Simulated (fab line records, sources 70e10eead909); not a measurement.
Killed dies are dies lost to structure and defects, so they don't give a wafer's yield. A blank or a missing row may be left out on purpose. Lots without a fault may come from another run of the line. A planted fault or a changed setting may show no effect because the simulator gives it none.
A struck lot beside a sound one | flow nand_harc | 44 steps out of a route of 1159
Sound: wafers L947.2, L947.4, L947.6. Struck: wafers L957.1, L957.2, L957.6. The cause comes at the end.
At each step with rows: each side's tool, then ch and its chambers, then its first start. Under that, the readings that differ: sound wafers | struck wafers | difference of the means | sigmas: that difference in standard deviations of wafers without a fault.
alike: readings whose means differ by less than 2 such deviations, and words and numbers that are the same on both sides. not compared: withheld readings, readings that some wafer has no value for, bounds like >300 that may hide the same value, and numbers for which the record gives no deviation and whose values overlap.
The two part at a step that has a row with sigmas, a row that says differs or no value, or rows on one side only. Numbers that don't overlap but have no deviation are shown without sigmas and don't part them. A reading that every wafer of one side lacks parts them only if that side has two wafers or more.

first, 6 steps without rows for these wafers: NHARC_P_GATE_COAT_40; NHARC_P_GATE_SOFTBAKE_41 (time 95 s); NHARC_P_GATE_EBR_42; NHARC_P_GATE_EXPOSE_43 (exposes mask P NSD, target cd 720 nm); NHARC_P_GATE_PEB_44 (peb time 85 s); NHARC_P_GATE_DEVELOP_45 (time 70 s).
NHARC_P_GATE_CD_MEAS_46: target cd 720 nm.
  sound on cd_sem-03 ch 0, day 4 21:27; struck on cd_sem-01 ch 0, day 7 22:50
  alike: cd_nm
then, 4 steps without rows for these wafers: NHARC_P_GATE_HARDBAKE_47 (time 80 s); NHARC_P_GATE_DESCUM_48 (chemistry O2, time 3 s); NHARC_P_GATE_IMPLANT_49; NHARC_P_GATE_STRIP_111 (strips in N2/H2, time 250 s).
NHARC_P_GATE_STRIP_75: strips in O2.
  sound on plasma_asher-02 ch 0,1, day 4 22:23; struck on plasma_asher-01 ch 0,1, day 7 23:52
  alike: drypump_motor_current_A, heater_power_w, rf_refl_power_W, temp_c
  not compared: rf_hours_counter_h
NHARC_P_GATE_STRIP_50: strips in SPM, time 900 s.
  sound on wet_bench-09 ch 3,4,5, day 4 22:32; struck on wet_bench-09 ch 1,5,6, day 8 00:01
  alike: temp_c
then, 8 steps without rows for these wafers: NHARC_P_GATE_DEHYDRATE_51 (time 120 s); NHARC_P_GATE_HMDS_52 (time 30 s); NHARC_P_GATE_COAT_53; NHARC_P_GATE_SOFTBAKE_54 (time 95 s); NHARC_P_GATE_EBR_55; NHARC_P_GATE_EXPOSE_56 (exposes mask P PSD, target cd 720 nm); NHARC_P_GATE_PEB_57 (peb time 85 s); NHARC_P_GATE_DEVELOP_58 (time 70 s).
NHARC_P_GATE_CD_MEAS_59: target cd 720 nm.
  sound on cd_sem-02 ch 0, day 4 23:11; struck on cd_sem-03 ch 0, day 8 00:49
  alike: cd_nm
then, 3 steps without rows for these wafers: NHARC_P_GATE_HARDBAKE_60 (time 80 s); NHARC_P_GATE_DESCUM_61 (chemistry O2, time 3 s); NHARC_P_GATE_IMPLANT_62.
NHARC_P_GATE_STRIP_112: strips in N2/H2, time 200 s.
  sound on plasma_asher-01 ch 1, day 4 23:45; struck on plasma_asher-01 ch 0,1, day 8 01:23
  reading            | sound    | struck   | difference | sigmas
  heater_power_w (W) | 82 80 82 | 92 89 95 | +11        | +2
  alike: drypump_motor_current_A, rf_refl_power_W, temp_c
  not compared: rf_hours_counter_h
NHARC_P_GATE_STRIP_76: strips in O2.
  sound on plasma_asher-01 ch 1, day 4 23:59; struck on plasma_asher-01 ch 0,1, day 8 01:39
  alike: drypump_motor_current_A, heater_power_w, rf_refl_power_W, temp_c
  not compared: rf_hours_counter_h
then, 9 steps without rows for these wafers: NHARC_P_GATE_STRIP_63 (strips in SPM, time 900 s); NHARC_P_GATE_DEHYDRATE_83 (time 120 s); NHARC_P_GATE_HMDS_84 (time 30 s); NHARC_P_GATE_COAT_85; NHARC_P_GATE_SOFTBAKE_86 (time 95 s); NHARC_P_GATE_EBR_87; NHARC_P_GATE_EXPOSE_88 (exposes mask P HVN, target cd 2000 nm); NHARC_P_GATE_PEB_89 (peb time 85 s); NHARC_P_GATE_DEVELOP_90 (time 70 s).
NHARC_P_GATE_CD_MEAS_91: target cd 2000 nm.
  sound on cd_sem-01 ch 0, day 5 00:53; struck on cd_sem-02 ch 0, day 8 02:34
  alike: cd_nm
then, 1 step without rows for these wafers: NHARC_P_GATE_HARDBAKE_92 (time 80 s).
NHARC_P_GATE_DESCUM_93: chemistry O2, time 3 s.
  sound on rie_diel-10 ch 1,2, day 5 01:04; struck on rie_diel-10 ch 0,1, day 8 02:44
  alike: drypump_motor_current_A, oes_product_au, rf_vpp_V, showerhead_plenum_p_Torr, throttle_valve_pct
  not compared: rf_hours_counter_h
then, 1 step without rows for these wafers: NHARC_P_GATE_IMPLANT_94.
NHARC_P_GATE_STRIP_113: strips in N2/H2, time 740 s.
  sound on plasma_asher-02 ch 0,1, day 5 01:37; struck on plasma_asher-02 ch 0,1, day 8 03:06
  alike: drypump_motor_current_A, heater_power_w, rf_refl_power_W, temp_c
  not compared: rf_hours_counter_h
then, 1 step without rows for these wafers: NHARC_P_GATE_STRIP_95 (strips in O2).
NHARC_P_GATE_INSPECT_68:
  sound on defect_inspect-02, day 5 04:07; struck on defect_inspect-02, day 8 05:39
  reading          | sound       | struck      | difference | sigmas
  raw_defect_count | 208 127 317 | 594 631 644 | +406       | +5
-- the record jumps here: 14 days lie between the struck wafers' starts before and after (it left off in module P_GATE and takes up again in module END, whose first step shown is number 1159 of the route) --
NHARC_END_SORT_01:
  the record has rows for the struck wafers here (prober-02 ch 0, day 21 19:05) and none for the sound ones

WHERE THEY PART
First at NHARC_P_GATE_STRIP_112; last, within this record, at NHARC_END_SORT_01.

WHY: what the simulator had put in
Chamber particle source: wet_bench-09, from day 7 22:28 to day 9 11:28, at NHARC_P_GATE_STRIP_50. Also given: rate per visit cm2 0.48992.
